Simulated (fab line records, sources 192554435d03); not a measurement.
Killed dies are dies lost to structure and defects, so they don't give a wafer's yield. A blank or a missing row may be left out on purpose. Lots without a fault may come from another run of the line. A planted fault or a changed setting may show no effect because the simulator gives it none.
Problem report in the 8D (eight disciplines) form, filled by code | flow n5_finfet | the parts of the form that need people (team, actions taken, sign-off) are left out

1. THE PROBLEM
killed_at_front_end at N5_PASSIVATION_PROBE_49 reads a mean of 167 on 6 wafers of 2 lots; wafers without a fault read 40 with a standard deviation of 13. That is +9.7 standard deviations from the usual mean.
First seen on wafer L924.3, day 15 10:57, on prober-02. The record holds 15 wafers of 5 lots with a number at this step. Rule for "out", or "out of limits": more than 4 standard deviations from the usual mean. The other wafers with a number count as sound.

2. WHAT IT IS AND WHAT IT IS NOT
question                    | is                                                                                                       | is not
which readings at this step | killed_at_front_end, defect_limited_yield, killed_dies, sort_bin_5_function, sort_n_pass, sort_yield_pct | killed_at_M0_to_M3, killed_at_M4_up, killed_at_contacts, killed_open, killed_short
which lots                  | L924, L925                                                                                               | L917, L922, L935
which wafers of those lots  | all that have a number                                                                                   | -
read on which tools         | prober-01, prober-02                                                                                     | -
when                        | from day 15 10:57                                                                                        | up to then (6 sound wafers); but 3 sound wafers of L935 came after

3. SUSPECTS, AND WHAT RULES EACH OUT
Counting: a tool at a process step up to the reading stays a suspect if it ran every lot that is out and no sound lot after the first of them.
- wet_bench-06 at N5_SDB_PRECLEAN_39 (cleans in O3/DIW, time 45 s): kept. It ran every lot that is out, first L924 (day 6 21:13), and no sound lot after that; its last sound lot up to then is L922 (day 6 08:44).
- pecvd-02 at N5_PASSIVATION_PECVD_55 (deposits SiO2 from SiH4/N2O, target thk 400 nm, time 22.5 s): kept. It ran every lot that is out, first L924 (day 15 02:28), and no sound lot after that.
- pecvd-02 at N5_PASSIVATION_PECVD_01 (deposits SiNx from SiH4/NH3/N2, target thk 200 nm, time 43.2 s): kept. It ran every lot that is out, first L924 (day 15 02:31), and no sound lot after that.
Left after counting: wet_bench-06 at N5_SDB_PRECLEAN_39, pecvd-02 at N5_PASSIVATION_PECVD_55, pecvd-02 at N5_PASSIVATION_PECVD_01.

4. THE CAUSE (what the simulator had put in)
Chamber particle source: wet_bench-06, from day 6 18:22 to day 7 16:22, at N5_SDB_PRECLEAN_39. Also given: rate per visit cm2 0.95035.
Counting left 3 suspects, and this tool is among them.

5. THE CHAIN OF EFFECTS, in route order
Each row: a reading whose mean over the struck wafers that have a number lies more than 3 standard deviations from the usual. Only readings for which the record gives a usual standard deviation are gone through. hours: the time from each lot's start at the first step in this table that gives one to its start at this step, as a median over the lots. sigmas: the change in usual standard deviations.
hours | step                    | reading              | usual  | on struck wafers | change | sigmas
0     | N5_PASSIVATION_PROBE_49 | defect_limited_yield | 91.2 % | 81.9             | -9.3   | -6.2
0     | N5_PASSIVATION_PROBE_49 | killed_at_front_end  | 40     | 167              | +127   | +9.7
0     | N5_PASSIVATION_PROBE_49 | killed_dies          | 104    | 214              | +110   | +6.5
0     | N5_PASSIVATION_PROBE_49 | sort_bin_5_function  | 5.2 %  | 11.5             | +6.3   | +6.7
0     | N5_PASSIVATION_PROBE_49 | sort_n_pass          | 1076   | 966              | -110   | -6.5
0     | N5_PASSIVATION_PROBE_49 | sort_yield_pct       | 91.2 % | 81.9             | -9.3   | -6.2
The process steps in it:
- N5_PASSIVATION_PROBE_49

6. WHAT WOULD HAVE CAUGHT IT SOONER
In this record the first reading out of limits was taken at day 15 10:57, 209 hours after the fault began at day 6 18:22.
All the lots that are out (2) had begun N5_SDB_PRECLEAN_39 on wet_bench-06 by day 15 10:57. A hold on the tool at that time would have spared none of them.
